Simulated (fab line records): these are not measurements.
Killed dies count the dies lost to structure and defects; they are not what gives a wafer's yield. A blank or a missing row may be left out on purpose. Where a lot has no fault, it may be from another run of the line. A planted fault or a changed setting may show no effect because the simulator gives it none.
fab line records    flow n5-finfet
record lots=7  wafers=20  last-day=18
route steps=1938 shown BEOL_M3@951
lots untouched by any fault: they come from a run of this same line in which no faults occurred
start-h: hours from the record's first day to the start of the lot's first wafer shown    wait-h: how many hours have passed since the lot's step before this one    " as in the row above    L1.1+2: several wafers, shown together as one row    - no value, or no start was given    * or withheld: withheld    < > ~ a bound
route shown NAME@n: NAME is a module with steps in the file, n the number in the route of the first one    usual: average and standard deviation across the fault-free wafers    same: alike in all rows    chamber/n: place in a boat    sites: the reading at each site    _std_site: standard deviation of those values    _edge_site: outer sites' mean less inner sites'    radius-mm: for every site, how far away it sits from the centre of the wafer    mask NAME#n: copy n    behind: the tool/chamber that last shaped the wafer    hold: why the lot went on hold/how many hours it stayed there/how the hold came to an end    device: names the non-switching transistor (n, p or np)    end of line: tests run on the same wafers once the route is complete    a step with no rows: only its recipe    killed: at the first sort, the dies lost to defects and structure; wafer yield is something else    map: dies across one wafer; x = killed, . = not, _ = none there
set.NAME: the run value of the setting; set.NAME@STEP: its run value at that earlier step    model.NAME: the simulator's own value behind a step, which no gauge read
a table for each step, a row for each wafer; lots at some steps of the route
services: the hour from which a tool's chamber was out of use, counted from the record's first day as start-h (under 0 if before that day), plus the number of hours and why
## steps
# step N5_BEOL_M3_STRIP_65
# recipe chemistry=N2/H2  temp-c=40  n2-flow-sccm=200  h2-flow-sccm=200  rf-frequency-hz=6e+07
# step N5_BEOL_M3_STRIP_75
# recipe chemistry=N2/H2  temp-c=40  n2-flow-sccm=200  h2-flow-sccm=200  rf-frequency-hz=6e+07
# step N5_BEOL_M3_STRIP_66
# recipe chemistry=CF4  resist=SiARC  power-w=300  bias-power-w=75  pressure-mtorr=50  cf4-flow-sccm=150  rf-frequency-hz=6e+07
# usual drypump-motor-current-A=5.8/0.34  oes-product-au=0.78/0.085  rf-vpp-V=270.5/1.7  showerhead-plenum-p-Torr=1.77/0.069  throttle-valve-pct=13.56/0.26
lot.wafer  tool         chamber  start-h  wait-h  drypump-motor-current-A  oes-product-au  rf-hours-counter-h  rf-vpp-V  showerhead-plenum-p-Torr  throttle-valve-pct
L806.2     rie-diel-03  2        148.79   0.0     6.5                      0.68            243                 269.8     1.78                      13.65
L806.3     "            3        "        "       5.5                      0.70            227                 268.1     1.69                      13.50
L806.5     "            2        "        "       6.5                      0.68            -                   269.2     1.78                      13.62
L814.2     rie-diel-03  1        197.33   0.0     5.6                      0.72            196                 270.7     1.73                      13.91
L814.5     "            0        "        "       5.8                      0.86            -                   271.6     1.85                      13.71
L814.6     "            3        "        "       5.5                      0.68            -                   267.7     1.69                      13.53
L813.2     rie-diel-03  1        199.45   0.0     5.6                      0.72            197                 269.0     1.73                      13.92
L813.3     "            0        "        "       5.8                      0.86            40                  272.4     1.85                      13.70
L813.5     "            1        "        "       5.6                      0.73            -                   269.4     1.73                      13.91
L815.2     rie-diel-04  3        208.29   0.0     5.7                      0.77            125                 269.3     1.67                      13.33
L815.3     "            1        "        "       6.2                      0.73            178                 270.8     1.86                      13.50
L815.5     "            0        "        "       5.4                      0.73            -                   269.9     1.72                      13.50
L819.1     rie-diel-03  2        238.73   0.0     6.5                      0.92            12                  271.0     1.77                      13.12
L819.2     "            0        "        "       5.8                      0.83            56                  270.4     1.85                      13.75
L819.6     "            0        "        "       5.8                      0.82            -                   272.0     1.85                      13.75
L823.1     rie-diel-03  0        256.92   0.0     5.8                      0.82            62                  272.4     1.84                      13.74
L823.5     "            1        "        "       5.6                      0.70            -                   268.8     1.72                      13.94
L824.1     rie-diel-04  2        275.68   0.0     6.1                      0.88            22                  272.3     1.81                      13.35
L824.3     "            3        "        "       5.6                      0.75            150                 268.6     1.66                      13.36
L824.5     "            2        "        "       6.0                      0.89            -                   271.0     1.81                      13.35
# step N5_BEOL_M3_HM_OPEN_17
# recipe chemistry=Cl2/BCl3  target-depth-a=200  overetch-a=60  target=TiN  mask-material=SOC  ion-energy-ev=150  pressure-mtorr=10  icp-w=1000  bias-w=126  Cl2_flow_sccm=53.25  bcl3-flow-sccm=21.75  Ar_flow_sccm=25
# usual drypump-motor-current-A=5.7/0.37  he-backside-leak-sccm=3.3/0.35  mfc-ar-sccm=24.99/0.071  oes-product-au=0.68/0.071  throttle-valve-pct=22.03/0.24
lot.wafer  tool          chamber  start-h  wait-h  drypump-motor-current-A  he-backside-leak-sccm  mfc-ar-sccm  oes-product-au  rf-hours-counter-h  throttle-valve-pct
L806.2     rie-metal-02  1        148.83   0.0     6.3                      3.6                    25.06        0.65            37                  21.59
L806.3     "             1        "        "       6.3                      3.6                    24.94        0.66            -                   21.57
L806.5     "             1        "        "       6.3                      3.6                    25.06        0.65            -                   21.59
L814.2     rie-metal-01  0        197.40   0.1     5.2                      3.1                    25.02        0.76            -                   22.29
L814.5     "             0        "        "       5.2                      3.1                    24.92        0.76            -                   22.28
L814.6     "             0        "        "       5.2                      3.0                    24.92        0.76            -                   22.28
L813.2     rie-metal-01  0        199.52   0.1     5.2                      3.2                    25.05        0.76            -                   22.29
L813.3     "             0        "        "       5.2                      3.0                    24.91        0.77            -                   22.28
L813.5     "             0        "        "       5.2                      3.0                    24.89        0.77            -                   22.26
L815.2     rie-metal-03  0        208.33   0.0     5.6                      3.2                    24.87        0.65            44                  21.89
L815.3     "             1        "        "       5.9                      3.4                    25.05        0.66            -                   22.21
L815.5     "             1        "        "       5.9                      3.3                    24.96        0.66            -                   22.22
L819.1     rie-metal-03  1        238.77   0.0     5.9                      3.1                    24.96        0.64            44                  22.23
L819.2     "             0        "        "       5.7                      3.3                    24.97        0.65            46                  21.88
L819.6     "             1        "        "       5.9                      3.3                    24.98        0.65            -                   22.25
L823.1     rie-metal-02  1        256.96   0.0     6.3                      3.6                    24.94        0.64            47                  21.58
L823.5     "             0        "        "       5.7                      3.1                    25.00        0.63            -                   21.90
L824.1     rie-metal-03  0        275.72   0.0     5.6                      3.1                    25.07        0.63            50                  21.89
L824.3     "             0        "        "       5.6                      3.2                    24.96        0.63            -                   21.89
L824.5     "             0        "        "       5.6                      3.4                    24.92        0.64            -                   21.89
# step N5_BEOL_M3_STRIP_19
# recipe chemistry=O2  power-w=400  temp-c=40  pressure-mtorr=30  rf-frequency-hz=6e+07  bias-power-w=0  overash-fraction=0.2  o2-flow-sccm=225
# usual drypump-motor-current-A=5.9/0.33  oes-product-au=0.79/0.092  rf-vpp-V=3.6/0.49  showerhead-plenum-p-Torr=2.06/0.085  throttle-valve-pct=16.59/0.21
lot.wafer  tool         chamber  start-h  wait-h  drypump-motor-current-A  oes-product-au  rf-hours-counter-h  rf-vpp-V  showerhead-plenum-p-Torr  throttle-valve-pct
L806.2     rie-diel-04  1        148.94   0.1     6.2                      0.75            157                 4.2       2.19                      16.59
L806.3     "            3        "        "       5.7                      0.80            104                 2.6       1.96                      16.41
L806.5     "            3        "        "       5.6                      0.80            -                   4.1       1.96                      16.43
L814.2     rie-diel-04  1        197.57   0.1     6.2                      0.74            175                 2.6       2.19                      16.60
L814.5     "            3        "        "       5.7                      0.78            -                   3.8       1.95                      16.46
L814.6     "            0        "        "       5.4                      0.75            -                   3.8       1.98                      16.36
L813.2     rie-diel-06  0        199.69   0.1     5.5                      0.68            235                 3.2       1.98                      16.78
L813.3     "            1        "        "       6.2                      0.89            32                  4.1       2.05                      16.72
L813.5     "            1        "        "       6.2                      0.89            -                   3.3       2.05                      16.67
L815.2     rie-diel-03  2        208.44   0.1     6.5                      1.00            1                   3.2       2.08                      16.29
L815.3     "            1        "        "       5.6                      0.72            200                 3.8       2.00                      16.98
L815.5     "            2        "        "       6.5                      1.01            -                   4.2       2.08                      16.27
L819.1     rie-diel-04  3        238.88   0.1     5.6                      0.77            137                 4.3       1.95                      16.49
L819.2     "            0        "        "       5.4                      0.73            185                 3.2       1.97                      16.38
L819.6     "            3        "        "       5.6                      0.76            -                   3.4       1.95                      16.49
L823.1     rie-diel-04  2        257.07   0.1     6.0                      0.92            16                  3.4       2.13                      16.49
L823.5     "            2        "        "       6.0                      0.93            -                   3.0       2.13                      16.49
L824.1     rie-diel-04  0        275.83   0.1     5.4                      0.73            191                 3.5       1.97                      16.40
L824.3     "            3        "        "       5.6                      0.76            150                 3.5       1.94                      16.52
L824.5     "            3        "        "       5.7                      0.76            -                   3.3       1.94                      16.52
# step N5_BEOL_M3_CD_MEAS_18
# recipe pitch-nm=36  target-cd-nm=18
# usual cd-nm=18.1/0.51
lot.wafer  tool       chamber  start-h  wait-h  cd-nm
L806.2     cd-sem-01  -        149.01   0.1     18.3
L806.3     "          -        "        "       18.2
L806.5     "          -        "        "       18.2
L814.2     cd-sem-03  -        197.65   0.1     18.8
L814.5     "          -        "        "       17.3
L814.6     "          -        "        "       18.7
L813.2     cd-sem-02  -        199.77   0.1     19.0
L813.3     "          -        "        "       17.5
L813.5     "          -        "        "       19.6
L815.2     cd-sem-02  -        208.52   0.1     17.6
L815.3     "          -        "        "       17.7
L815.5     "          -        "        "       17.6
L819.1     cd-sem-03  -        238.95   0.0     18.0
L819.2     "          -        "        "       17.7
L819.6     "          -        "        "       17.7
L823.1     cd-sem-02  -        257.14   0.0     17.5
L823.5     "          -        "        "       17.7
L824.1     cd-sem-01  -        275.90   0.0     18.4
L824.3     "          -        "        "       18.1
L824.5     "          -        "        "       18.7
# step N5_BEOL_M3_COAT_67
# recipe resist=SOC  temp-c=250  time-s=60  spin-rpm=1500  resist-thk-nm=60
# step N5_BEOL_M3_COAT_68
# recipe resist=SiARC  temp-c=220  time-s=60  spin-rpm=1500  resist-thk-nm=12
# step N5_BEOL_M3_COAT_76
# recipe resist=underlayer  temp-c=205  time-s=60  spin-rpm=1500  resist-thk-nm=5
# step N5_BEOL_M3_COAT_22
# recipe resist=CAR-EUV  spin-rpm=1500  resist-thk-nm=30
# step N5_BEOL_M3_EBR_24
# recipe solvent=PGMEA  ebr-width-mm=1.5
# step N5_BEOL_M3_SOFTBAKE_23
# recipe temp-c=110  time-s=60  resist=CAR-EUV
# step N5_BEOL_M3_EXPOSE_25
# recipe mask-id=V2  na=0.33  source-shape=quasar  sigma-inner=0.2  sigma-outer=0.8  polarization=unpolarized  defocus-nm=5  dose-mj=63
# usual dipole-opening-deg=30/0  exposure-dose-mJ-cm2=62.95/0.12
lot.wafer  tool            chamber  start-h  wait-h  mask  dipole-opening-deg  exposure-dose-mJ-cm2
L806.2     euv-scanner-01  0        149.19   -       V2#0  30                  62.98
L806.3     "               0        "        "       V2#0  30                  63.00
L806.5     "               0        "        "       V2#0  30                  63.02
L814.2     euv-scanner-01  -        197.95   -       V2#0  -                   -
L814.5     "               -        "        "       V2#0  -                   -
L814.6     "               -        "        "       V2#0  -                   -
L813.2     euv-scanner-02  -        200.07   -       V2#0  -                   -
L813.3     "               -        "        "       V2#0  -                   -
L813.5     "               -        "        "       V2#0  -                   -
L815.2     euv-scanner-01  -        208.83   -       V2#0  -                   -
L815.3     "               -        "        "       V2#0  -                   -
L815.5     "               -        "        "       V2#0  -                   -
L819.1     euv-scanner-01  0        239.12   -       V2#0  30                  62.98
L819.2     "               0        "        "       V2#0  30                  63.05
L819.6     "               0        "        "       V2#0  30                  63.00
L823.1     euv-scanner-01  0        257.44   -       V2#0  30                  63.07
L823.5     "               0        "        "       V2#0  30                  62.95
L824.1     euv-scanner-01  0        276.07   -       V2#0  30                  63.03
L824.3     "               0        "        "       V2#0  30                  62.95
L824.5     "               0        "        "       V2#0  30                  63.02
# step N5_BEOL_M3_PEB_26
# recipe peb-temp-c=100  peb-time-s=60  resist=CAR-EUV
## services
tool            chamber  start-h  hours  kind
euv-scanner-01  -        136.34   4.6    pm
rie-diel-04     -        136.74   2.8    pm
rie-diel-04     2        157.46   2.1    repair
rie-metal-01    -        167.32   2.4    repair
euv-scanner-01  -        168.38   1.0    pm
euv-scanner-02  -        174.00   1.0    pm
rie-diel-03     2        175.53   -      clean
rie-diel-03     2        175.53   -      consumable-replace:focus-ring
rie-diel-03     2        175.53   31.8   scheduled-down
rie-diel-03     2        175.53   31.8   vent-cycle
rie-diel-06     2        178.37   10.6   repair
rie-diel-04     2        189.35   -      clean
rie-diel-04     2        189.35   -      consumable-replace:focus-ring
rie-diel-04     2        189.35   21.2   scheduled-down
rie-diel-04     2        189.35   21.2   vent-cycle
rie-diel-06     -        201.59   2.8    pm
euv-scanner-01  0        202.42   -      calibration
rie-diel-04     0        209.83   5.8    repair
euv-scanner-01  -        224.27   1.0    pm
euv-scanner-02  -        230.15   1.0    pm
rie-diel-04     0        250.43   17.9   repair
euv-scanner-02  -        266.90   5.8    pm
rie-diel-03     -        267.61   2.8    pm
rie-metal-01    -        272.73   0.1    repair
## key
first-sign step=N5_BEOL_M3_EXPOSE_25  reading=tool-record  direction=missing
effect none on later readings
met-at N5_BEOL_M3_EXPOSE_25
struck-wafers L813.2,L813.3,L813.5,L814.2,L814.5,L814.6,L815.2,L815.3,L815.5
later-rows-left-out L813.2,L813.3,L813.5,L814.2,L814.5,L814.6,L815.2,L815.3,L815.5
sort-left-out L813.2,L813.3,L813.5,L814.2,L814.5,L814.6,L815.2,L815.3,L815.5
onset-between 149.19 197.95
fault kind=skipped-step-whole  tool=euv-scanner-01,euv-scanner-02  chamber=-  onset-h=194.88  steps=N5_BEOL_M3_EXPOSE_25  scope=struck-lots-only
# sort-left-out: the simulated sort isn't trusted on such a fault, so these wafers' sort isn't shown, and their yield isn't known
# later-rows-left-out: the simulator's readings of these wafers behind a module that went badly wrong aren't trusted and aren't shown, but for the sort
